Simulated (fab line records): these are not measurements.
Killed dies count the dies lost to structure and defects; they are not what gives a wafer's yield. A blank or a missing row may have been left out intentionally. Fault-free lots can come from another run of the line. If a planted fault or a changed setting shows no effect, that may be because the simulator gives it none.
Check of tool commonality ; flow nand-harc ; 12 lots and 36 wafers in the sample

== REASON IT WAS OPENED ==
Flagged at NHARC_END_SORT_01: reading killed-at-array, on 3 of 12 lots. Fault-free wafers read 55, with a standard deviation of 22.
Rule: a lot is flagged in two cases, either no wafer of it has a number, or all its wafers with numbers fall more than 4 standard deviations from that mean. The rest of the lots are taken to be sound.

lot;measured;on;killed-at-array, wafer by wafer;flag
L590;day 24 08:31;prober-02;90 78 90;
L592;day 25 03:56;prober-02;26 48 28;
L593;day 25 03:58;prober-01;54 62 63;
L596;day 27 21:58;prober-01;90 64 76;
L602;day 29 17:55;prober-02;106 113 72;
L604;day 30 20:51;prober-01;63 56 68;
L607;day 31 05:25;prober-01;672 675 670;FLAGGED
L609;day 32 00:50;prober-02;675 674 674;FLAGGED
L611;day 33 08:35;prober-01;61 74 70;
L612;day 33 08:35;prober-02;18 23 22;
L613;day 33 18:37;prober-01;66 61 64;
L610;day 33 22:14;prober-02;674 674 673;FLAGGED
On average the flagged lots' numbers are 673, which is +618 against the usual, or +28 standard deviations.

== LOT BY LOT: THE TOOL USED ==
The record holds 4 process steps before the reading, out of a route of 1302 steps. Every cell lists first the tool, next ch and the chambers used by the sampled wafers, and last the start.
lot;flag;NHARC_A_STAIRCASE_STRIP_205;NHARC_A_STAIRCASE_ETCH_223;NHARC_A_STAIRCASE_ETCH_234;NHARC_A_STAIRCASE_ETCH_236
L590;;plasma-asher-02 ch 0,1, day 15 23:43;rie-diel-09 ch 2,3, day 16 02:53 or earlier;rie-diel-12 ch 1,2, day 16 02:53;rie-diel-12 ch 1,2,3, day 24 08:31 or earlier
L592;;plasma-asher-01 ch 0,1, day 16 20:44;rie-diel-09 ch 0,2, day 17 00:01 or earlier;rie-diel-06 ch 0,2, day 17 00:01;rie-diel-06 ch 0,1, day 25 03:56 or earlier
L593;;plasma-asher-01 ch 0,1, day 17 02:50;rie-diel-12 ch 0,2,3, day 17 05:59 or earlier;rie-diel-06 ch 0,1,3, day 17 05:59;rie-diel-06 ch 0,1,2, day 25 03:58 or earlier
L596;;plasma-asher-02 ch 0,1, day 19 04:49;rie-diel-09 ch 2,3, day 19 12:09 or earlier;rie-diel-12 ch 0,1, day 19 12:09;rie-diel-12 ch 0,3, day 27 21:58 or earlier
L602;;plasma-asher-02 ch 1, day 20 18:14;rie-diel-09 ch 1,3, day 21 01:08 or earlier;rie-diel-12 ch 1,3, day 21 01:08;rie-diel-12 ch 0,2,3, day 29 17:55 or earlier
L604;;plasma-asher-02 ch 0,1, day 22 11:57;rie-diel-06 ch 2,3, day 22 15:41 or earlier;rie-diel-06 ch 0,2,3, day 22 15:41;rie-diel-06 ch 0,1,3, day 30 20:51 or earlier
L607;FLAGGED;plasma-asher-02 ch 0,1, day 23 01:31;rie-diel-06 ch 0,2, day 23 05:20 or earlier;rie-diel-06 ch 0,3, day 23 05:20;rie-diel-06 ch 1,2,3, day 31 05:25 or earlier
L609;FLAGGED;plasma-asher-02 ch 0,1, day 23 15:59;rie-diel-06 ch 1,2, day 23 19:10 or earlier;rie-diel-12 ch 2,3, day 23 19:10;rie-diel-12 ch 1,2, day 32 00:50 or earlier
L611;;plasma-asher-01 ch 0,1, day 25 02:44;rie-diel-06 ch 1,2,3, day 25 06:05 or earlier;rie-diel-06 ch 0,1,2, day 25 06:05;rie-diel-06 ch 0,3, day 33 08:35 or earlier
L612;;plasma-asher-01 ch 1, day 24 16:44;rie-diel-06 ch 0,1, day 24 19:55 or earlier;rie-diel-06 ch 0,1,2, day 24 19:55;rie-diel-06 ch 1,2, day 33 08:35 or earlier
L613;;plasma-asher-01 ch 1, day 25 04:47;rie-diel-06 ch 0,1,3, day 25 07:57 or earlier;rie-diel-12 ch 0,2,3, day 25 07:57;rie-diel-12 ch 1,2,3, day 33 18:37 or earlier
L610;FLAGGED;plasma-asher-01 ch 0, day 24 11:20;rie-diel-06 ch 0,1, day 24 14:26 or earlier;rie-diel-06 ch 0,2, day 24 14:26;rie-diel-06 ch 0,3, day 33 22:14 or earlier
These steps, and what they do:
- NHARC_A_STAIRCASE_STRIP_205: strips in O2.
- NHARC_A_STAIRCASE_ETCH_223: etches the open film in C4F8/O2, target depth 100 nm, time 40.5 s.
- NHARC_A_STAIRCASE_ETCH_234: etches the open film in C4F8/O2, target depth 100 nm, time 40.5 s.
- NHARC_A_STAIRCASE_ETCH_236: etches the open film in C4F8/O2, target depth 100 nm, time 40.5 s.
- NHARC_END_SORT_01

== FLAGGED AGAINST TOTAL, ONE TOOL AT A TIME (gauges that did the reading follow at the end) ==
step;tool;lots run;flagged;share of the flagged lots;sound lots run after its first flagged lot
NHARC_A_STAIRCASE_STRIP_205;plasma-asher-01;6;1;some;3 (L612,L611,L613)
NHARC_A_STAIRCASE_STRIP_205;plasma-asher-02;6;2;some;0
NHARC_A_STAIRCASE_ETCH_223;rie-diel-06;7;3;all;3 (L612,L611,L613)
NHARC_A_STAIRCASE_ETCH_223;rie-diel-09;4;0;none;-
NHARC_A_STAIRCASE_ETCH_223;rie-diel-12;1;0;none;-
NHARC_A_STAIRCASE_ETCH_234;rie-diel-06;7;2;some;2 (L612,L611)
NHARC_A_STAIRCASE_ETCH_234;rie-diel-12;5;1;some;1 (L613)
NHARC_A_STAIRCASE_ETCH_236;rie-diel-06;7;2;some;2 (L612,L611)
NHARC_A_STAIRCASE_ETCH_236;rie-diel-12;5;1;some;1 (L613)
NHARC_END_SORT_01;prober-01;6;1;some;2 (L611,L613)
NHARC_END_SORT_01;prober-02;6;2;some;1 (L612)
NHARC_A_STAIRCASE_ETCH_223: start missing for some lots; hours and lot order therefore follow NHARC_A_STAIRCASE_ETCH_234. NHARC_A_STAIRCASE_ETCH_236: start missing for some lots; hours and lot order therefore follow NHARC_END_SORT_01.

== WHAT IS ALLOWED BY THE TABLE ==
Rows of the table that ran each flagged lot: 1, that is rie-diel-06 at NHARC_A_STAIRCASE_ETCH_223.
- rie-diel-06 at NHARC_A_STAIRCASE_ETCH_223: 3 of its 7 lots flagged. After the first flagged lot (L612, L611, L613), sound lots still ran on it; a lasting fault on the whole tool would not permit that.
Not one row of the table ran every flagged lot while running no sound lot after the first.

== WHAT THE SIMULATOR PUT IN ==
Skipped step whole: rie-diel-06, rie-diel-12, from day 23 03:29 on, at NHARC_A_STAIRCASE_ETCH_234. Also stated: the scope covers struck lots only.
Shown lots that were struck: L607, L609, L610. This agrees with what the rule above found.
